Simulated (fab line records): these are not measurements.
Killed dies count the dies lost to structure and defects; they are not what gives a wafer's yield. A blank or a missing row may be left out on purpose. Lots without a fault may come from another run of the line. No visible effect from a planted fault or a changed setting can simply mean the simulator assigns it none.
Chamber matching + flow nand_harc + NHARC_A_STAIRCASE_DESCUM_186 on rie_diel-07 has 4 sister chambers
The step chemistry O2, time 3 s. 8 wafers are shown with their chamber, then 8 later ones without.

WAFERS, EACH WITH ITS CHAMBER
| wafer  | chamber | drypump_motor_current_A (A) | showerhead_plenum_p_Torr (Torr) |
|--------|---------|-----------------------------|---------------------------------|
| L080.4 | 0       | 5.8                         | 1.89                            |
| L084.1 | 1       | 6.3                         | 1.83                            |
| L084.2 | 0       | 5.8                         | 1.88                            |
| L084.6 | 3       | 4.9                         | 1.81                            |
| L085.1 | 3       | 4.8                         | 1.81                            |
| L085.4 | 2       | 5.9                         | 1.90                            |
| L085.5 | 2       | 5.9                         | 1.90                            |
| L088.1 | 1       | 6.3                         | 1.83                            |

WAFERS WITH NO CHAMBER GIVEN
| wafer  | drypump_motor_current_A (A) | showerhead_plenum_p_Torr (Torr) |
|--------|-----------------------------|---------------------------------|
| L088.5 | 6.3                         | 1.83                            |
| L088.6 | 5.9                         | 1.89                            |
| L090.2 | 6.3                         | 1.83                            |
| L090.5 | 4.9                         | 1.81                            |
| L090.6 | 5.8                         | 1.88                            |
| L091.2 | 6.3                         | 1.82                            |
| L091.3 | 4.9                         | 1.81                            |
| L091.5 | 5.8                         | 1.88                            |

EACH ONE'S CHAMBER
| wafer  | from the rows above     | in truth |
|--------|-------------------------|----------|
| L088.5 | 1                       | 1        |
| L088.6 | can't be placed: 2 or 0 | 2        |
| L090.2 | 1                       | 1        |
| L090.5 | 3                       | 3        |
| L090.6 | 0                       | 0        |
| L091.2 | 1                       | 1        |
| L091.3 | 3                       | 3        |
| L091.5 | 0                       | 0        |
Correctly placed: 7 of 8. Not placeable from these rows: 1 (in 1, the candidates include the true chamber). Number placed wrongly: 0.
How it was worked out, from the rows above alone: a wafer's distance from a chamber is the root of the sum, over the readings, of the square of ((its reading less the chamber's mean) divided by the reading's scatter). The wafer belongs to the nearest chamber; if the next one is less than 2 further off, it can't be placed. For every chamber, the mean is computed from those of its wafers that are shown. The scatter: take each reading less its chamber's mean, square it, sum over the shown wafers, divide by the number of wafers less the number of chambers, and take the root.
